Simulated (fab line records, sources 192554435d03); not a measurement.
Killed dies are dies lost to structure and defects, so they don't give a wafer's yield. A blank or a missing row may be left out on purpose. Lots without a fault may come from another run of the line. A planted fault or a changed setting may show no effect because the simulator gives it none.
Chamber matching | flow n5_finfet | N5_MIM_BOT_ETCH_STRIP_01 on rie_diel-02: 4 sister chambers
The step strips in O2. 4 wafers are shown with their chamber, then 8 later ones without.

WAFERS WITH THEIR CHAMBER
wafer  | chamber | showerhead_plenum_p_Torr (Torr)
L081.6 | 2       | 2.07
L084.4 | 3       | 2.22
L084.5 | 1       | 2.17
L085.2 | 0       | 2.09

WAFERS WITHOUT THEIR CHAMBER
wafer  | showerhead_plenum_p_Torr (Torr)
L085.3 | 2.22
L085.6 | 2.22
L093.1 | 2.07
L093.5 | 2.08
L093.6 | 2.21
L096.2 | 2.08
L096.3 | 2.06
L096.4 | 2.06

WHICH CHAMBER EACH WENT THROUGH
wafer  | from the rows above     | in truth
L085.3 | 3                       | 3
L085.6 | 3                       | 3
L093.1 | 2                       | 2
L093.5 | can't be placed: 0 or 2 | 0
L093.6 | 3                       | 3
L096.2 | can't be placed: 0 or 2 | 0
L096.3 | 2                       | 2
L096.4 | 2                       | 2
Placed correctly: 6 of 8. Can't be placed from these rows: 2 (the true chamber is among the candidates in 2). Placed wrongly: 0.
How it was worked out, from the rows above alone: a wafer's distance from a chamber is the root of the sum, over the readings, of the square of ((its reading less the chamber's mean) divided by the reading's scatter). The wafer belongs to the nearest chamber; if the next one is less than 2 further off, it can't be placed. A chamber's mean is the mean of its shown wafers. The scatter: with one shown wafer a chamber, the root of the mean of the squares of how far each hidden wafer lies from its nearest shown one.
